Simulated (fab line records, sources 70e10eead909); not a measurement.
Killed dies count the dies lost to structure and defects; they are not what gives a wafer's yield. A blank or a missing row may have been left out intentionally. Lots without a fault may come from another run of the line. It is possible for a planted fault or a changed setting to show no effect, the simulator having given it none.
fab line records + flow nand-harc
record
- lots=6
- wafers=18
- last-day=25
route steps=1159 shown A_STAIRCASE@539 END@1159
lots that met no fault: taken from a fault-free run of the same line
start-h: hours from the record's first day to the start of the lot's first wafer shown + wait-h: hours elapsed since this lot's preceding step + " unchanged from the row above + L1.1+2: one row covering several wafers at once + - no value, or no start given + * or withheld: withheld + < > ~ a bound
route shown NAME@n: a module of which the file shows steps, and the number in the route of the first + usual: mean and standard deviation over wafers with no fault + same: alike in all rows + chamber/n: place in a boat + sites: each site's reading + _std_site: standard deviation across them + _edge_site: mean of outer sites minus mean of inner sites + radius-mm: how far each site lies from the wafer's centre + mask NAME#n: copy n + behind: the tool/chamber that last shaped the wafer + hold: why the lot went on hold/how many hours it stayed there/how the hold came to an end + device: which transistor (n, p or np) failed to switch + end of line: tests of these same wafers at the route's end + step lacking rows: just its recipe + killed: at the first sort, the dies lost to defects and structure; wafer yield is something else + map: shows each die of a wafer: x if killed, . if not, _ if none is there
set.NAME: setting as actually run; set.NAME@STEP: the setting as run at that earlier step + model.NAME: the simulator's own value behind a step, which no gauge read
lots at selected steps of the route; one table per step, one row per wafer
services: a tool's chamber out of use, with start hour (start-h, from the record's first day; less than 0 if before it), hours out, and reason
## steps
# step NHARC_A_STAIRCASE_COAT_03
# recipe
- spin-rpm=1200
# step NHARC_A_STAIRCASE_SOFTBAKE_04
# recipe
- temp-c=135
- time-s=170
# step NHARC_A_STAIRCASE_EBR_05
# step NHARC_A_STAIRCASE_EXPOSE_06
# recipe
- na=0.5
- dose-mj=25.43
- mask-id=STAIR
# step NHARC_A_STAIRCASE_PEB_07
# recipe
- peb-temp-c=115
- peb-time-s=130
# step NHARC_A_STAIRCASE_DEVELOP_08
# recipe
- time-s=140
# step NHARC_A_STAIRCASE_HARDBAKE_10
# recipe
- temp-c=120
- time-s=140
# step NHARC_A_STAIRCASE_DESCUM_11
# recipe
- time-s=3
- o2-flow-sccm=200
- ar-flow-sccm=0
- bias-power-w=0
- chemistry=O2
# step NHARC_A_STAIRCASE_TRIM_12
# recipe
- time-s=211.2
- o2-flow-sccm=500
- ar-flow-sccm=0
- bias-w=0
- chemistry=O2
# usual
- drypump-motor-current-A=5.67/0.3
- oes-product-au=0.997/0.0086
- rf-vpp-V=58.0/0.89
- showerhead-plenum-p-Torr=3.59/0.11
- throttle-valve-pct=17.036/0.0084
| lot.wafer | tool        | chamber | start-h | wait-h | drypump-motor-current-A | oes-product-au | rf-hours-counter-h | rf-vpp-V | showerhead-plenum-p-Torr | throttle-valve-pct |
|-----------|-------------|---------|---------|--------|-------------------------|----------------|--------------------|----------|--------------------------|--------------------|
| L186.3    | rie-diel-12 | 3       | 257.55  | 0.1    | 5.25                    | 0.997          | 15                 | 59.2     | 3.71                     | 17.022             |
| L186.2    | "           | 1       | "       | "      | 5.98                    | 0.994          | 15                 | 59.1     | 3.46                     | 17.031             |
| L186.5    | "           | 2       | "       | "      | 5.57                    | 0.997          | -                  | 60.3     | 3.76                     | 17.026             |
| L184.4    | rie-diel-12 | 3       | 257.64  | 0.1    | 5.23                    | 0.992          | 15                 | 60.2     | 3.71                     | 17.031             |
| L184.2    | "           | 0       | "       | "      | 5.61                    | 1.003          | 11                 | 57.4     | 3.45                     | 17.036             |
| L184.5    | "           | 2       | "       | "      | 5.55                    | 0.988          | -                  | 58.8     | 3.76                     | 17.025             |
| L188.1    | rie-diel-08 | 3       | 272.08  | 0.1    | 6.21                    | 0.997          | 51                 | 57.4     | 3.66                     | 17.026             |
| L188.5    | "           | 2       | "       | "      | 5.52                    | 1.001          | -                  | 57.5     | 3.71                     | 17.037             |
| L188.6    | "           | 3       | "       | "      | 6.18                    | 0.990          | -                  | 57.3     | 3.66                     | 17.044             |
| L196.2    | rie-diel-08 | 3       | 328.32  | 0.1    | 6.20                    | 0.992          | 8                  | 57.9     | 3.65                     | 17.040             |
| L196.4    | "           | 1       | "       | "      | 5.74                    | 1.006          | -                  | 58.1     | 3.71                     | 17.033             |
| L196.5    | "           | 3       | "       | "      | 6.19                    | 1.005          | -                  | 58.1     | 3.65                     | 17.034             |
| L198.2    | rie-diel-08 | 0       | 343.24  | 0.1    | 5.23                    | 1.017          | 14                 | 58.5     | 3.46                     | 17.050             |
| L198.5    | "           | 0       | "       | "      | 5.21                    | 1.016          | -                  | 56.7     | 3.46                     | 17.032             |
| L198.6    | "           | 3       | "       | "      | 6.21                    | 0.996          | -                  | 57.0     | 3.64                     | 17.050             |
| L203.4    | rie-diel-04 | 0       | 375.04  | 0.1    | 5.55                    | 0.991          | 27                 | 58.5     | 3.55                     | 17.031             |
| L203.1    | "           | 2       | "       | "      | 6.16                    | 1.004          | 22                 | 57.4     | 3.53                     | 17.031             |
| L203.2    | "           | 3       | "       | "      | 5.77                    | 1.022          | 25                 | 57.9     | 3.49                     | 17.033             |
# step NHARC_A_STAIRCASE_ETCH_13
# recipe
- target-depth-a=1000
- time-s=40.5
- ion-energy-ev=400
- c4f8-flow-sccm=20
- o2-flow-sccm=10
- ar-flow-sccm=withheld
- rf-w=600
- bias-w=1000
- chemistry=C4F8/O2
# step NHARC_A_STAIRCASE_TRIM_14
# recipe
- time-s=211.2
- o2-flow-sccm=500
- ar-flow-sccm=0
- bias-w=0
- chemistry=O2
# step NHARC_A_STAIRCASE_ETCH_15
# recipe
- target-depth-a=1000
- time-s=40.5
- ion-energy-ev=400
- c4f8-flow-sccm=20
- o2-flow-sccm=10
- ar-flow-sccm=withheld
- rf-w=600
- bias-w=1000
- chemistry=C4F8/O2
# usual
- oes-product-au=0.940/0.012
- rf-vpp-V=898/4.1
| lot.wafer | tool        | chamber | start-h | wait-h | oes-product-au | rf-hours-counter-h | rf-vpp-V |
|-----------|-------------|---------|---------|--------|----------------|--------------------|----------|
| L186.2    | rie-diel-12 | 0       | 257.98  | -      | 0.928          | 11                 | 893      |
| L186.3    | "           | 1       | "       | "      | 0.933          | 15                 | 893      |
| L186.5    | "           | 0       | "       | "      | 0.929          | -                  | 892      |
| L184.2    | rie-diel-12 | 3       | 258.05  | -      | 0.944          | 15                 | 903      |
| L184.4    | "           | 0       | "       | "      | 0.929          | 11                 | 893      |
| L184.5    | "           | 3       | "       | "      | 0.934          | -                  | 902      |
| L188.1    | rie-diel-08 | 2       | 272.47  | -      | 0.942          | 52                 | 902      |
| L188.6    | "           | 3       | "       | "      | 0.932          | -                  | 900      |
| L188.5    | "           | 0       | "       | "      | 0.973          | -                  | 896      |
| L196.2    | rie-diel-08 | 0       | 329.08  | -      | 0.938          | 9                  | 894      |
| L196.5    | "           | 3       | "       | "      | 0.925          | -                  | 898      |
| L196.4    | "           | 1       | "       | "      | 0.933          | -                  | 902      |
| L198.2    | rie-diel-08 | 0       | 343.81  | -      | 0.947          | 15                 | 894      |
| L198.6    | "           | 2       | "       | "      | 0.939          | -                  | 902      |
| L198.5    | "           | 0       | "       | "      | 0.939          | -                  | 893      |
| L203.1    | rie-diel-04 | 3       | 375.42  | -      | 0.960          | 25                 | 895      |
| L203.2    | "           | 0       | "       | "      | 0.918          | 27                 | 897      |
| L203.4    | "           | 2       | "       | "      | 0.952          | 22                 | 897      |
# step NHARC_A_STAIRCASE_TRIM_16
# recipe
- time-s=211.2
- o2-flow-sccm=500
- ar-flow-sccm=0
- bias-w=0
- chemistry=O2
# step NHARC_A_STAIRCASE_ETCH_17
# recipe
- target-depth-a=1000
- time-s=40.5
- ion-energy-ev=400
- c4f8-flow-sccm=20
- o2-flow-sccm=10
- ar-flow-sccm=withheld
- rf-w=600
- bias-w=1000
- chemistry=C4F8/O2
# step NHARC_A_STAIRCASE_TRIM_18
# recipe
- time-s=211.2
- o2-flow-sccm=500
- ar-flow-sccm=0
- bias-w=0
- chemistry=O2
# step NHARC_A_STAIRCASE_ETCH_19
# recipe
- target-depth-a=1000
- time-s=40.5
- ion-energy-ev=400
- c4f8-flow-sccm=20
- o2-flow-sccm=10
- ar-flow-sccm=withheld
- rf-w=600
- bias-w=1000
- chemistry=C4F8/O2
# step NHARC_A_STAIRCASE_TRIM_20
# recipe
- time-s=211.2
- o2-flow-sccm=500
- ar-flow-sccm=0
- bias-w=0
- chemistry=O2
# usual
- drypump-motor-current-A=5.7/0.31
- oes-product-au=0.999/0.0099
- rf-vpp-V=57.9/0.9
- showerhead-plenum-p-Torr=3.58/0.11
- throttle-valve-pct=17.036/0.0092
| lot.wafer | tool        | chamber | start-h | wait-h | drypump-motor-current-A | oes-product-au | rf-hours-counter-h | rf-vpp-V | showerhead-plenum-p-Torr | throttle-valve-pct |
|-----------|-------------|---------|---------|--------|-------------------------|----------------|--------------------|----------|--------------------------|--------------------|
| L186.2    | rie-diel-12 | 1       | 258.73  | 0.1    | 6.0                     | 0.998          | 16                 | 57.8     | 3.46                     | 17.037             |
| L186.3    | "           | 3       | "       | "      | 5.3                     | 1.011          | 16                 | 60.3     | 3.71                     | 17.032             |
| L186.5    | "           | 0       | "       | "      | 5.7                     | 0.996          | -                  | 57.8     | 3.45                     | 17.021             |
| L184.4    | rie-diel-08 | 2       | 258.76  | 0.1    | 5.5                     | 0.991          | 46                 | 58.2     | 3.71                     | 17.040             |
| L184.2    | "           | 1       | "       | "      | 5.7                     | 1.002          | 42                 | 57.3     | 3.73                     | 17.034             |
| L184.5    | "           | 2       | "       | "      | 5.5                     | 0.997          | -                  | 58.7     | 3.71                     | 17.027             |
| L188.1    | rie-diel-08 | 1       | 273.14  | 0.1    | 5.7                     | 1.005          | 47                 | 58.4     | 3.72                     | 17.028             |
| L188.5    | "           | 3       | "       | "      | 6.2                     | 0.997          | -                  | 59.8     | 3.66                     | 17.052             |
| L188.6    | "           | 0       | "       | "      | 5.2                     | 1.014          | -                  | 56.5     | 3.47                     | 17.029             |
| L196.4    | rie-diel-04 | 2       | 330.22  | 0.1    | 6.2                     | 0.993          | 9                  | 56.4     | 3.54                     | 17.029             |
| L196.2    | "           | 0       | "       | "      | 5.6                     | 0.982          | 12                 | 56.6     | 3.56                     | 17.037             |
| L196.5    | "           | 1       | "       | "      | 5.6                     | 0.998          | -                  | 58.8     | 3.62                     | 17.019             |
| L198.2    | rie-diel-04 | 3       | 344.84  | 0.2    | 5.7                     | 1.002          | 16                 | 57.9     | 3.49                     | 17.033             |
| L198.5    | "           | 0       | "       | "      | 5.6                     | 0.979          | -                  | 58.2     | 3.56                     | 17.041             |
| L198.6    | "           | 1       | "       | "      | 5.7                     | 0.977          | -                  | 58.8     | 3.62                     | 17.035             |
| L203.4    | rie-diel-04 | 2       | 376.06  | 0.1    | 6.2                     | 1.009          | 22                 | 59.0     | 3.53                     | 17.033             |
| L203.1    | "           | 3       | "       | "      | 5.8                     | 1.009          | 25                 | 56.9     | 3.49                     | 17.036             |
| L203.2    | "           | 1       | "       | "      | 5.6                     | 1.000          | 25                 | 58.3     | 3.61                     | 17.038             |
# step NHARC_A_STAIRCASE_ETCH_21
# recipe
- target-depth-a=1000
- time-s=40.5
- ion-energy-ev=400
- c4f8-flow-sccm=20
- o2-flow-sccm=10
- ar-flow-sccm=withheld
- rf-w=600
- bias-w=1000
- chemistry=C4F8/O2
# usual
- oes-product-au=0.947/0.018
- rf-vpp-V=899/3.9
| lot.wafer | tool        | chamber | start-h | wait-h | oes-product-au | rf-hours-counter-h | rf-vpp-V |
|-----------|-------------|---------|---------|--------|----------------|--------------------|----------|
| L186.3    | rie-diel-12 | 1       | -       | -      | 0.938          | 16                 | 894      |
| L186.2    | "           | 0       | "       | "      | 0.934          | 12                 | 894      |
| L186.5    | "           | 2       | "       | "      | 0.939          | -                  | 905      |
| L184.2    | rie-diel-08 | 2       | -       | -      | 0.918          | 46                 | 903      |
| L184.4    | "           | 1       | "       | "      | 0.919          | 42                 | 901      |
| L184.5    | "           | 2       | "       | "      | 0.913          | -                  | 903      |
| L188.1    | rie-diel-08 | 3       | -       | -      | 0.930          | 51                 | 899      |
| L188.5    | "           | 3       | "       | "      | 0.942          | -                  | 901      |
| L188.6    | "           | 0       | "       | "      | 0.964          | -                  | 894      |
| L196.4    | rie-diel-04 | 3       | -       | -      | 0.993          | 11                 | 896      |
| L196.2    | "           | 0       | "       | "      | 0.957          | 12                 | 897      |
| L196.5    | "           | 3       | "       | "      | 0.980          | -                  | 897      |
| L198.2    | rie-diel-04 | 2       | -       | -      | 0.975          | 14                 | 897      |
| L198.5    | "           | 3       | "       | "      | 0.982          | -                  | 895      |
| L198.6    | "           | 0       | "       | "      | 0.953          | -                  | 896      |
| L203.2    | rie-diel-04 | 0       | -       | -      | 0.921          | 28                 | 898      |
| L203.4    | "           | 2       | "       | "      | 0.946          | 23                 | 896      |
| L203.1    | "           | 3       | "       | "      | 0.951          | 25                 | 893      |
# step NHARC_A_STAIRCASE_TRIM_22
# recipe
- time-s=211.2
- o2-flow-sccm=500
- ar-flow-sccm=0
- bias-w=0
- chemistry=O2
# step NHARC_A_STAIRCASE_ETCH_23
# recipe
- target-depth-a=1000
- time-s=40.5
- ion-energy-ev=400
- c4f8-flow-sccm=20
- o2-flow-sccm=10
- ar-flow-sccm=withheld
- rf-w=600
- bias-w=1000
- chemistry=C4F8/O2
# step NHARC_A_STAIRCASE_TRIM_24
# recipe
- time-s=211.2
- o2-flow-sccm=500
- ar-flow-sccm=0
- bias-w=0
- chemistry=O2
# usual
- drypump-motor-current-A=5.7/0.31
- oes-product-au=0.999/0.01
- rf-vpp-V=58.0/0.81
- showerhead-plenum-p-Torr=3.59/0.11
- throttle-valve-pct=17.037/0.0095
| lot.wafer | tool        | chamber | start-h | wait-h | drypump-motor-current-A | oes-product-au | rf-hours-counter-h | rf-vpp-V | showerhead-plenum-p-Torr | throttle-valve-pct |
|-----------|-------------|---------|---------|--------|-------------------------|----------------|--------------------|----------|--------------------------|--------------------|
| L186.3    | rie-diel-12 | 1       | -       | -      | 6.0                     | 1.004          | 16                 | 56.5     | 3.46                     | 17.033             |
| L186.2    | "           | 2       | "       | "      | 5.6                     | 0.993          | 17                 | 59.1     | 3.76                     | 17.031             |
| L186.5    | "           | 0       | "       | "      | 5.7                     | 0.999          | -                  | 57.2     | 3.45                     | 17.049             |
| L184.2    | rie-diel-08 | 0       | -       | -      | 5.2                     | 1.024          | 46                 | 57.1     | 3.48                     | 17.035             |
| L184.4    | "           | 1       | "       | "      | 5.7                     | 0.994          | 42                 | 58.4     | 3.73                     | 17.040             |
| L184.5    | "           | 0       | "       | "      | 5.2                     | 1.012          | -                  | 57.7     | 3.48                     | 17.034             |
| L188.1    | rie-diel-08 | 0       | -       | -      | 5.2                     | 1.008          | 51                 | 57.7     | 3.47                     | 17.052             |
| L188.6    | "           | 1       | "       | "      | 5.7                     | 1.000          | -                  | 58.6     | 3.72                     | 17.010             |
| L188.5    | "           | 2       | "       | "      | 5.5                     | 0.991          | -                  | 59.0     | 3.71                     | 17.034             |
| L196.4    | rie-diel-04 | 0       | -       | -      | 5.6                     | 0.984          | 12                 | 57.1     | 3.56                     | 17.027             |
| L196.2    | "           | 1       | "       | "      | 5.7                     | 1.006          | 11                 | 58.7     | 3.62                     | 17.056             |
| L196.5    | "           | 2       | "       | "      | 6.2                     | 0.999          | -                  | 57.1     | 3.54                     | 17.039             |
| L198.2    | rie-diel-04 | 2       | -       | -      | 6.2                     | 0.990          | 14                 | 57.1     | 3.54                     | 17.039             |
| L198.6    | "           | 0       | "       | "      | 5.6                     | 0.974          | -                  | 56.8     | 3.56                     | 17.036             |
| L198.5    | "           | 1       | "       | "      | 5.6                     | 0.993          | -                  | 58.0     | 3.62                     | 17.027             |
| L203.1    | rie-diel-04 | 0       | -       | -      | 5.6                     | 0.974          | 28                 | 57.6     | 3.55                     | 17.034             |
| L203.4    | "           | 1       | "       | "      | 5.6                     | 1.000          | 25                 | 57.6     | 3.61                     | 17.037             |
| L203.2    | "           | 2       | "       | "      | 6.2                     | 0.995          | 23                 | 58.0     | 3.53                     | 17.025             |
# step NHARC_A_STAIRCASE_ETCH_25
# recipe
- target-depth-a=1000
- time-s=40.5
- ion-energy-ev=400
- c4f8-flow-sccm=20
- o2-flow-sccm=10
- ar-flow-sccm=withheld
- rf-w=600
- bias-w=1000
- chemistry=C4F8/O2
# step NHARC_A_STAIRCASE_TRIM_26
# recipe
- time-s=211.2
- o2-flow-sccm=500
- ar-flow-sccm=0
- bias-w=0
- chemistry=O2
# step NHARC_A_STAIRCASE_ETCH_27
# recipe
- target-depth-a=1000
- time-s=40.5
- ion-energy-ev=400
- c4f8-flow-sccm=20
- o2-flow-sccm=10
- ar-flow-sccm=withheld
- rf-w=600
- bias-w=1000
- chemistry=C4F8/O2
# step NHARC_A_STAIRCASE_STRIP_175
# recipe
- power-w=1500
- temp-c=250
- chemistry=O2
# step NHARC_A_STAIRCASE_STRIP_148
# recipe
- time-s=900
- temp-c=130
- chemistry=SPM
# step NHARC_A_STAIRCASE_PRECLEAN_149
# recipe
- time-s=*
- temp-c=50
- bath-age-min=0
- chemistry=SC1
# step NHARC_A_STAIRCASE_SRD_150
# step NHARC_A_STAIRCASE_DEHYDRATE_176
# recipe
- temp-c=150
- time-s=120
# step NHARC_A_STAIRCASE_HMDS_177
# recipe
- time-s=30
# step NHARC_A_STAIRCASE_COAT_178
# recipe
- spin-rpm=1200
# step NHARC_A_STAIRCASE_SOFTBAKE_179
# recipe
- temp-c=135
- time-s=170
# step NHARC_A_STAIRCASE_EBR_180
# step NHARC_A_STAIRCASE_EXPOSE_181
# recipe
- na=0.5
- dose-mj=27.87
- mask-id=STAIR_2
# step NHARC_A_STAIRCASE_PEB_182
# recipe
- peb-temp-c=115
- peb-time-s=130
# step NHARC_A_STAIRCASE_DEVELOP_183
# recipe
- time-s=140
# step NHARC_A_STAIRCASE_HARDBAKE_185
# recipe
- temp-c=120
- time-s=140
# step NHARC_A_STAIRCASE_DESCUM_186
# recipe
- time-s=3
- o2-flow-sccm=200
- ar-flow-sccm=0
- bias-power-w=0
- chemistry=O2
# usual
- drypump-motor-current-A=5.65/0.3
- oes-product-au=0.997/0.0098
- rf-vpp-V=57.8/0.86
- showerhead-plenum-p-Torr=1.95/0.07
- throttle-valve-pct=11.310/0.009
| lot.wafer | tool        | chamber | start-h | wait-h | drypump-motor-current-A | oes-product-au | rf-hours-counter-h | rf-vpp-V | showerhead-plenum-p-Torr | throttle-valve-pct |
|-----------|-------------|---------|---------|--------|-------------------------|----------------|--------------------|----------|--------------------------|--------------------|
| L186.3    | rie-diel-08 | 1       | 261.35  | -      | 5.68                    | 1.000          | 43                 | 57.1     | 2.03                     | 11.303             |
| L186.2    | "           | 2       | "       | "      | 5.51                    | 1.002          | 47                 | 58.2     | 2.02                     | 11.296             |
| L186.5    | "           | 1       | "       | "      | 5.70                    | 1.005          | -                  | 57.9     | 2.03                     | 11.314             |
| L184.2    | rie-diel-12 | 0       | 261.51  | -      | 5.68                    | 0.997          | 12                 | 56.3     | 1.87                     | 11.314             |
| L184.4    | "           | 1       | "       | "      | 5.98                    | 1.000          | 17                 | 57.9     | 1.87                     | 11.302             |
| L184.5    | "           | 1       | "       | "      | 5.98                    | 0.995          | -                  | 58.0     | 1.87                     | 11.308             |
| L188.1    | rie-diel-08 | 1       | 275.67  | -      | 5.72                    | 1.007          | 47                 | 57.9     | 2.03                     | 11.324             |
| L188.6    | "           | 0       | "       | "      | 5.22                    | 1.019          | -                  | 57.3     | 1.88                     | 11.305             |
| L188.5    | "           | 1       | "       | "      | 5.71                    | 1.008          | -                  | 58.4     | 2.03                     | 11.304             |
| L196.4    | rie-diel-12 | 3       | 332.78  | -      | 5.22                    | 0.984          | 42                 | 58.6     | 2.01                     | 11.307             |
| L196.2    | "           | 1       | "       | "      | 5.93                    | 0.986          | 42                 | 57.8     | 1.86                     | 11.303             |
| L196.5    | "           | 0       | "       | "      | 5.60                    | 0.996          | -                  | 56.6     | 1.86                     | 11.297             |
| L198.2    | rie-diel-12 | 0       | 348.11  | -      | 5.63                    | 1.000          | 46                 | 58.6     | 1.85                     | 11.284             |
| L198.5    | "           | 0       | "       | "      | 5.65                    | 0.999          | -                  | 56.4     | 1.85                     | 11.317             |
| L198.6    | "           | 1       | "       | "      | 5.97                    | 0.991          | -                  | 57.2     | 1.86                     | 11.299             |
| L203.2    | rie-diel-12 | 3       | 378.67  | -      | 5.15                    | 0.982          | 59                 | 56.8     | 2.01                     | 11.305             |
| L203.1    | "           | 0       | "       | "      | 5.61                    | 0.995          | 56                 | 59.4     | 1.85                     | 11.322             |
| L203.4    | "           | 1       | "       | "      | 5.99                    | 0.993          | 59                 | 59.4     | 1.86                     | 11.302             |
# step NHARC_END_SORT_01
# recipe
- temp-c=25
# usual
- killed-at-array=28/8.6
- killed-at-other=0.7/1.2
- killed-at-periphery=3.1/2.3
- killed-dies=32/8.7
- killed-open=3.2/1.7
- killed-short=2.0/1.5
# same
- gross-dies=677
| lot.wafer | tool      | chamber | start-h | wait-h | killed-at-array | killed-at-other | killed-at-periphery | killed-dies | killed-open | killed-short |
|-----------|-----------|---------|---------|--------|-----------------|-----------------|---------------------|-------------|-------------|--------------|
| L196.2    | prober-01 | 0       | 530.80  | 2.8    | 132             | 1               | 2                   | 135         | 2           | 0            |
| L196.4    | prober-01 | 0       | 532.37  | 3.3    | 108             | 0               | 2                   | 110         | 4           | 2            |
| L196.5    | prober-01 | 0       | 533.15  | 3.6    | 131             | 1               | 1                   | 133         | 1           | 1            |
| L198.2    | prober-01 | 0       | 542.13  | 2.8    | 140             | 0               | 0                   | 140         | 2           | 3            |
| L198.5    | prober-01 | 0       | 544.55  | 3.7    | 127             | 1               | 2                   | 130         | 3           | 2            |
| L198.6    | prober-01 | 0       | 545.35  | 4.0    | 121             | 0               | 2                   | 123         | 4           | 0            |
# killed by level:class
L196.2 A_STAIRCASE:unspecified=103 A_CHANNEL_HOLE_D1:chamber-film-flake=25 A_CONTACT:chamber-film-flake=2 P_CONTACT:geometric-particle:open=1 A_CONTACT:geometric-particle:open=1 P_CONTACT:chamber-film-flake=1 A_STAIRCASE:chamber-film-flake=1 THIN_TSV:chamber-film-flake=1
L196.4 A_STAIRCASE:unspecified=80 A_CHANNEL_HOLE_D1:chamber-film-flake=16 A_CONTACT:chamber-film-flake=5 A_STAIRCASE:chamber-film-flake=2 P_GATE:geometric-particle:open=1 A_SOURCE_PLATE:geometric-particle:open=1 A_ONON_D1:geometric-particle:short=1 A_BLC:geometric-particle:open=1
L196.5 A_STAIRCASE:unspecified=103 A_CHANNEL_HOLE_D1:chamber-film-flake=19 A_CONTACT:chamber-film-flake=6 A_STAIRCASE:chamber-film-flake=2 P_GATE:geometric-particle:open=1 A_CHANNEL_FILL_D1:geometric-particle:short=1 THIN_TSV:chamber-film-flake=1
L198.2 A_STAIRCASE:unspecified=103 A_SLIT:chamber-film-flake=16 A_CONTACT:chamber-film-flake=8 A_CHANNEL_HOLE_D1:chamber-film-flake=4 A_STAIRCASE:chamber-film-flake=4 A_ONON_D1:geometric-particle:short=2 A_ONON_D1:geometric-particle:open=1 A_WL_FILL:geometric-particle:open=1
L198.5 A_STAIRCASE:unspecified=100 A_SLIT:chamber-film-flake=10 A_CHANNEL_HOLE_D1:chamber-film-flake=7 A_ONON_D1:geometric-particle:open=3 A_CONTACT:chamber-film-flake=3 A_STAIRCASE:chamber-film-flake=2 P_STI:geometric-particle:short=1 A_ONON_D1:geometric-particle:short=1
L198.6 A_STAIRCASE:unspecified=100 A_SLIT:chamber-film-flake=12 A_CHANNEL_HOLE_D1:chamber-film-flake=4 P_ZERO_WELL:chamber-film-flake=2 A_ONON_D1:geometric-particle:open=1 A_CHANNEL_FILL_D1:geometric-particle:open=1 A_M0:geometric-particle:open=1 A_M1:geometric-particle:open=1
# map L196.2 (x killed, . not)
____________.____________
_________......._________
_______..........._______
______xx...........______
_____.x..x.........._____
____.xxxxxx..........____
____.xxxxxx..........____
___..xxxxxxx..........___
___.xxxxxxxxx.........___
__xx.xxxxxxxx.x........__
__..xxxxxxxxx..........__
_..xxxxxxxxxx..........._
_...xxxxxxxxx..........._
_....xxxxxxxx..........._
_...xxxxxxxxx..........._
_....xxxxxxx............_
....x.xxxxx.x............
.....x............x......
.................x.......
........................x
.........................
_......................._
_..........x............_
_......................._
_......x................_
_.......xxx.x..........._
__.....x.x.............__
__......x..............__
___x....xxxx..........___
___.....xxxxxx........___
____...xx...x.x......____
____......xx.........____
_____......x........_____
______........x....______
_______...x......._______
_________......._________
____________.____________
# map L198.2 (x killed, . not)
____________.____________
_________...x..._________
_______..........._______
______............x______
_____xxx.xx.x......._____
____x.xxxxxx.........____
____.xxxxxxx.x.......____
___xxxxxxxxxx.........___
___xxxxxxxxx..........___
__..xxxxxxxxx..........__
__..xxxxxxxx.x.........__
_.x.xxxxxxxxx..........._
_...xxxxxxxx.x.........._
_...xxxxxxxx............_
_....xxxxxxx............_
_....xxxxxxxx..........._
......xxx..x.....x.......
.......x.................
...............x.........
...............x...x.....
....................x....
_.......x..........xx..._
_.................x....._
_......................._
_.........x.x..........._
_.........xxxx.........._
__.......xx..x.........__
__........xxxx.........__
___......x.xx.....x...___
___........xx.........___
____.......xx........____
____.......x......x..____
_____..............._____
______.............______
_______........x.._______
_________......._________
____________.____________
## services
| tool        | chamber | start-h | hours | kind       |
|-------------|---------|---------|-------|------------|
| rie-diel-12 | 1       | 235.84  | 2.4   | repair     |
| rie-diel-12 | 0       | 245.72  | 8.6   | repair     |
| rie-diel-08 | 0       | 256.83  | -     | clean      |
| rie-diel-08 | 1       | 256.83  | -     | clean      |
| rie-diel-08 | 2       | 256.83  | -     | clean      |
| rie-diel-08 | 3       | 256.83  | -     | clean      |
| rie-diel-08 | 0       | 281.39  | -     | clean      |
| rie-diel-08 | 1       | 281.39  | -     | clean      |
| rie-diel-08 | 2       | 281.39  | -     | clean      |
| rie-diel-08 | 3       | 281.39  | -     | clean      |
| rie-diel-04 | -       | 288.92  | 9.0   | pm         |
| rie-diel-08 | 0       | 301.86  | 9.0   | vent-cycle |
| rie-diel-08 | 2       | 301.86  | 9.0   | vent-cycle |
| rie-diel-08 | 3       | 301.86  | 9.0   | vent-cycle |
| rie-diel-08 | 0       | 310.86  | -     | clean      |
| rie-diel-08 | 1       | 310.86  | -     | clean      |
| rie-diel-08 | 2       | 310.86  | -     | clean      |
| rie-diel-08 | 3       | 310.86  | -     | clean      |
| rie-diel-08 | -       | 312.16  | 1.9   | repair     |
| rie-diel-08 | 0       | 335.40  | -     | clean      |
| rie-diel-08 | 1       | 335.40  | -     | clean      |
| rie-diel-08 | 2       | 335.40  | -     | clean      |
| rie-diel-08 | 3       | 335.40  | -     | clean      |
| rie-diel-08 | 1       | 338.56  | 8.3   | repair     |
## key
first-sign
- step=NHARC_END_SORT_01
- reading=killed-at-array
- direction=up
- sigmas=11
- usual=28
- struck=126
effect
- step=NHARC_END_SORT_01
- reading=killed-dies
- direction=up
- sigmas=11
- usual=32
- struck=128
more-kills-born-at
- NHARC_A_STAIRCASE_ETCH_15@rie-diel-08=589
met-at NHARC_A_STAIRCASE_ETCH_15
struck-wafers L196.2,L196.4,L196.5,L198.2,L198.5,L198.6
tester-left-out L196,L198
onset-between 272.47 329.08
also-fits NHARC_A_STAIRCASE_TRIM_12:rie-diel-08
fault
- kind=chamber-particle-source
- tool=rie-diel-08
- chamber=-
- onset-h=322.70
- steps=NHARC_A_STAIRCASE_ETCH_15
- rate-per-visit-cm2=1.8303
- end-h=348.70
# tester-left-out: of these lots the tester's yield and bins aren't shown, on N5 and GAA mostly nor the transistor test; their killed dies are dies lost to structure and defects alone, not to doping, threshold or leakage, so they don't give the yield
